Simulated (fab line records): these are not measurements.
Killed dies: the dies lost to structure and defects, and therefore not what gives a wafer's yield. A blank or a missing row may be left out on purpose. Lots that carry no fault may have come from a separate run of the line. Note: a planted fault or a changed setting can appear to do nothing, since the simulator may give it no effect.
Chamber matching    flow n5Finfet    N5_BEOL_M5_PRE_CLEAN_77 on cvdCo-02: 3 sister chambers
The step time 15 s. 14 wafers are shown with their chamber, then 7 later ones without.

## WAFERS, EACH WITH ITS CHAMBER
wafer   chamber  heaterPowerW (W)  rfFwdPowerW (W)
L079.2  1        127               298.7
L079.4  1        127               298.6
L079.6  0        71                296.1
L083.1  0        69                296.6
L083.3  2        64                296.8
L083.4  2        65                296.1
L085.2  1        128               296.4
L085.4  0        69                296.6
L085.6  2        66                295.8
L087.1  0        70                295.8
L087.3  2        64                296.6
L087.6  1        126               298.4
L090.1  0        70                297.3
L090.2  1        124               298.2

SIGNATURES (means of the wafers above)
reading       chamber 0  chamber 1  chamber 2  scatter within a chamber
heaterPowerW  69.80      126.40     64.75      1.16
rfFwdPowerW   296.480    298.060    296.325    0.709
Rule: for a wafer and a chamber, the distance is found by dividing, reading by reading, the gap between the wafer's reading and the chamber's mean by the reading's scatter, squaring, summing and taking the root. If the next closest chamber is less than 2 further off than the closest, the wafer can't be placed; otherwise it belongs to the closest. The scatter: the root of (the sum of the squares of (reading less its chamber's mean) over the shown wafers, divided by (wafers less chambers)).

## WAFERS MISSING THEIR CHAMBER
wafer   heaterPowerW (W)  rfFwdPowerW (W)
L090.3  66                297.9
L096.1  71                296.4
L096.4  129               299.2
L096.6  70                297.9
L097.1  68                296.5
L097.2  72                295.8
L097.4  68                296.8

## EACH ONE'S CHAMBER
wafer   from the rows above      in truth
L090.3  can't be placed: 2 or 0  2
L096.1  0                        0
L096.4  1                        1
L096.6  0                        0
L097.1  can't be placed: 0 or 2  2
L097.2  0                        0
L097.4  can't be placed: 0 or 2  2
Correct placement for 4 of the 7. These rows do not allow placing 3 (true chamber among the candidates in 3). Number placed wrongly: 0.
